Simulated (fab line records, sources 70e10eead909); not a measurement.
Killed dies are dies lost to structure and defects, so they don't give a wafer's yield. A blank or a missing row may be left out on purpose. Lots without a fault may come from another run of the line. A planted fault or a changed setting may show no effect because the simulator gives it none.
One fault seen from 2 desks | flow nand_harc | each desk has only its own numbers; what lay behind them comes last

THE METROLOGY DESK
What the gauges read, lot by lot, whatever tool the lot ran on: means of the sampled wafers that have a number. A lot is out of limits, marked OUT, if its mean lies more than 4 standard deviations from the usual mean; the brackets give that distance.
Columns: A = thk_nm at NHARC_A_ONON_D2_THK_MEAS_02, usual 1000 nm
lot  | first seen here | A
L258 | day 12 13:44    | 1007
L259 | day 12 23:46    | 1001
L260 | day 12 23:48    | 994
L261 | day 13 15:12    | 1002
L263 | day 14 11:01    | 1005
L262 | day 14 11:13    | 1020
L265 | day 15 09:10    | 998
L266 | day 16 01:35    | 986
L274 | day 18 23:46    | 676 (-27) OUT
L278 | day 20 23:37    | 993
L279 | day 21 04:30    | 987
L280 | day 21 16:56    | 1008
L281 | day 21 17:06    | 1013
This desk's finding: out of limits on L274; first on L274, day 18 23:46 (thk_nm at NHARC_A_ONON_D2_THK_MEAS_02). In limits: L258, L259, L260, L261, L263, L262, L265, L266, L278, L279, L280, L281.

THE TOOL OWNER'S DESK: pecvd_onon-03
The tool's own readings at NHARC_A_ONON_D2_DEP_00 (target thk 1000 nm): means of the sampled wafers that have a number, for each lot that ran on this tool. A lot is out of limits, marked OUT, if its mean lies more than 4 standard deviations from the usual mean; the brackets give that distance.
Columns: A = n2o_flow_sccm at NHARC_A_ONON_D2_DEP_00, usual 2001 sccm; B = susceptor_temp_C at NHARC_A_ONON_D2_DEP_00, usual 400.03 C
lot  | first seen here | A    | B
L258 | day 12 13:17    | 2001 | 400.17
L260 | day 12 23:21    | 2004 | 399.98
L263 | day 14 10:34    | 1987 | 399.98
L265 | day 15 08:39    | 1996 | 400.23
L266 | day 16 01:08    | 2007 | 400.00
L274 | day 18 23:19    | 1996 | 399.89
L280 | day 21 16:29    | 2003 | 399.95
This desk's finding: nothing out of limits on any of the 7 lots.

PUT TOGETHER
The metrology desk could have raised an alarm at day 18 23:46, on L274.
The tool owner's desk saw nothing out of limits.
The tool owner's desk has L274 on record, within its limits.
Of the lots named, all ran NHARC_A_ONON_D2_DEP_00 on pecvd_onon-03.

WHAT THE SIMULATOR HAD PUT IN
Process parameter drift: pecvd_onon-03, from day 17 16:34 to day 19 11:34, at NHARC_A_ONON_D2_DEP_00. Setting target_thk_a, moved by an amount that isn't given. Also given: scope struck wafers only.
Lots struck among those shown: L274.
Hours from the fault's start to each desk's first reading out of limits: the metrology desk, 31.
